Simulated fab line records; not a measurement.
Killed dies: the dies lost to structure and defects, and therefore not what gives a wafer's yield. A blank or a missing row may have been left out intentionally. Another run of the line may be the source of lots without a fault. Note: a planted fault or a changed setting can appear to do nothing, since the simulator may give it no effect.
A struck lot beside a sound one -- flow nandHarc -- 40 out of 1159 route steps
Sound: these wafers, L595.1, L595.4, L595.6. Struck: wafer L607.4. (L607.1, L607.2 of the same lot were not struck and are left out.) The cause comes at the end.
Order at every step that has rows: each side's tool, ch and its chambers, its first start. Under that, the readings that differ: sound wafers -- struck wafers -- difference of the means -- sigmas: that difference in standard deviations of wafers without a fault.
alike: same words and numbers on both sides, and readings whose means sit less than 2 such deviations apart. not compared: any withheld reading, any reading some wafer has no value for, any bound like >300 that may hide the same value, and any number with overlapping values for which the record gives no deviation.
Wherever a step has rows on one side only, a row that says differs or no value, or a row with sigmas, the two part there. When numbers do not overlap yet have no deviation, they are printed without sigmas and do not part them. A reading missing from all wafers of one side parts the sides only when that side holds two or more wafers.

first, 1 step without rows for these wafers: NHARC_P_M1_DEVELOP_08 (develop time 35 s).
NHARC_P_M1_CD_MEAS_09: target cd 130 nm.
  sound on cdSem-01 ch 0, day 6 13:21; struck on cdSem-01 ch 0, day 9 04:54
  alike: cdNm
NHARC_P_M1_OVL_MEAS_10: pitch 260 nm.
  sound on overlay-02, day 6 13:26; struck on overlay-01, day 9 04:59
  alike: overlayXNm, overlayYNm
NHARC_P_M1_INSPECT_11:
  sound on defectInspect-01, day 6 13:28; struck on defectInspect-02, day 9 05:02
  alike: rawDefectCount
then, 3 steps without rows for these wafers: NHARC_P_M1_DESCUM_14 (chemistry O2, time 3 s); NHARC_P_M1_ETCH_35 (etches the open film in N2/H2, target depth 40 nm, overetch 12 nm, time 43.94 s); NHARC_P_M1_ETCH_15 (etches the open film in C4F8/Ar, target depth 182.5 nm, time 91.2 s).
NHARC_P_M1_CD_MEAS_16:
  sound on cdSem-02, day 6 13:50; struck on cdSem-01, day 9 05:25
  alike: cdNm
then, 3 steps without rows for these wafers: NHARC_P_M1_STRIP_18 (strips in N2/H2); NHARC_P_M1_ETCH_28 (etches the open film in CF4/N2, target depth 30 nm, time 72.99 s); NHARC_P_M1_STRIP_19 (strips in post etch residue remover, time 600 s).
NHARC_P_M1_DEGAS_29: time 60 s.
  sound on pvdSputter-01, day 6 14:35; struck on pvdSputter-02, day 9 06:11
  alike: heaterPowerW
  not compared: susceptorTempC
NHARC_P_M1_PRE_CLEAN_30: time 30 s.
  sound on pvdSputter-01, day 6 14:37; struck on pvdSputter-02, day 9 06:15
  alike: heaterPowerW, susceptorTempC
then, 5 steps without rows for these wafers: NHARC_P_M1_PVD_20 (deposits TaN, target thk 5 nm, time 8.06 s); NHARC_P_M1_PVD_21 (deposits Cu, target thk 30 nm, time 20.49 s); NHARC_P_M1_ECD_22 (material Cu, target thk 400 nm); NHARC_P_M1_ANNEAL_31 (time 90 s); NHARC_P_M1_CMP_23 (polishes, t overpolish 20 s, target thk 157.82 nm).
NHARC_P_M1_THK_MEAS_24: measures by xrf.
  sound on filmMetro-02, day 6 15:58; struck on filmMetro-02, day 9 07:44
  alike: thkNm
following that, these wafers have no rows for 1 step: NHARC_P_M1_SRD_25.
NHARC_P_M1_PRE_CLEAN_32: time 12 s.
  sound on pecvd-01 ch 0,1, day 6 16:11; struck on pecvd-02 ch 0, day 9 07:59
  alike: heaterPowerW, susceptorTempC
NHARC_P_M1_DEP_33: deposits SiCN, target thk 30 nm.
  sound on pecvd-01 ch 0,1, day 6 16:19; struck on pecvd-02 ch 0, day 9 08:04
  alike: heaterPowerW, showerheadVppV, susceptorTempC
then, 10 steps without rows for these wafers: NHARC_P_M2_DEP_00 (deposits SiOC, target thk 182.5 nm); NHARC_P_M2_DEHYDRATE_01 (time 120 s); NHARC_P_M2_HMDS_02 (time 30 s); NHARC_P_M2_COAT_34 (time 65 s); NHARC_P_M2_COAT_03 (resist thk 90 nm); NHARC_P_M2_SOFTBAKE_04 (time 55 s); NHARC_P_M2_EBR_05; NHARC_P_M2_EXPOSE_06 (exposes mask P M2, target cd 170 nm); NHARC_P_M2_PEB_07 (peb time 65 s); NHARC_P_M2_DEVELOP_08 (develop time 35 s).
NHARC_P_M2_CD_MEAS_09: target cd 170 nm.
  sound on cdSem-01 ch 0, day 6 17:43; struck on cdSem-03 ch 0, day 9 09:09
  alike: cdNm
NHARC_P_M2_OVL_MEAS_10: pitch 340 nm.
  sound on overlay-02, day 6 17:47; struck on overlay-01, day 9 09:14
reading,sound,struck,difference,sigmas
overlayXNm (nm),-2.2 -1.8 -1.7,0.8,+2.7,+3
  alike: overlayYNm
NHARC_P_M2_DESCUM_14: chemistry O2, time 3 s.
  sound on rieDiel-06 ch 1,2, day 6 17:54; struck on rieDiel-06 ch 0, day 9 09:20
reading,sound,struck,difference,sigmas
showerheadPlenumPTorr (Torr),1.78 1.83 1.78,2.06,+0.26,+3
  alike: drypumpMotorCurrentA, oesProductAu, rfVppV, throttleValvePct
  not compared: rfHoursCounterH
then, 2 steps without rows for these wafers: NHARC_P_M2_ETCH_35 (etches the open film in N2/H2, target depth 40 nm, overetch 12 nm, time 43.94 s); NHARC_P_M2_ETCH_15 (etches the open film in C4F8/Ar, target depth 182.5 nm, time 91.2 s).
NHARC_P_M2_CD_MEAS_16:
  sound on cdSem-03, day 6 18:20; struck on cdSem-01, day 9 09:41
reading,sound,struck,difference,sigmas
cdNm (nm),168.1 168.5 168.7,170.1,+1.7,+2
NHARC_P_M2_STRIP_18: strips in N2/H2.
  sound on rieDiel-06 ch 2,3, day 6 18:25; struck on rieDiel-11 ch 1, day 9 09:46
  alike: drypumpMotorCurrentA, oesProductAu, rfVppV, showerheadPlenumPTorr, throttleValvePct
  not compared: rfHoursCounterH
-- jump in the record: it breaks off in module P_M2 and resumes in module END (first step shown: number 1159 of the route), and 12 days separate the struck wafers' starts before and after --
NHARC_END_SORT_01:
  sound on prober-01 ch 0, day 20 04:20; struck on prober-01 ch 0, day 21 21:31
reading,sound,struck,difference,sigmas
killedAtPeriphery,4 1 6,15,+11,+5
  alike: defectLimitedYield, killedAtArray, killedAtOther, killedDies, killedOpen, killedShort, sort_bin_2_pct, sort_bin_3_pct, sort_bin_4_pct, sortNPass, sortRimYieldPct, sortYieldPct

## WHERE THEY PART
At NHARC_P_M2_OVL_MEAS_10 first; at NHARC_END_SORT_01 last (within this record only).

WHY: what had been put in by the simulator
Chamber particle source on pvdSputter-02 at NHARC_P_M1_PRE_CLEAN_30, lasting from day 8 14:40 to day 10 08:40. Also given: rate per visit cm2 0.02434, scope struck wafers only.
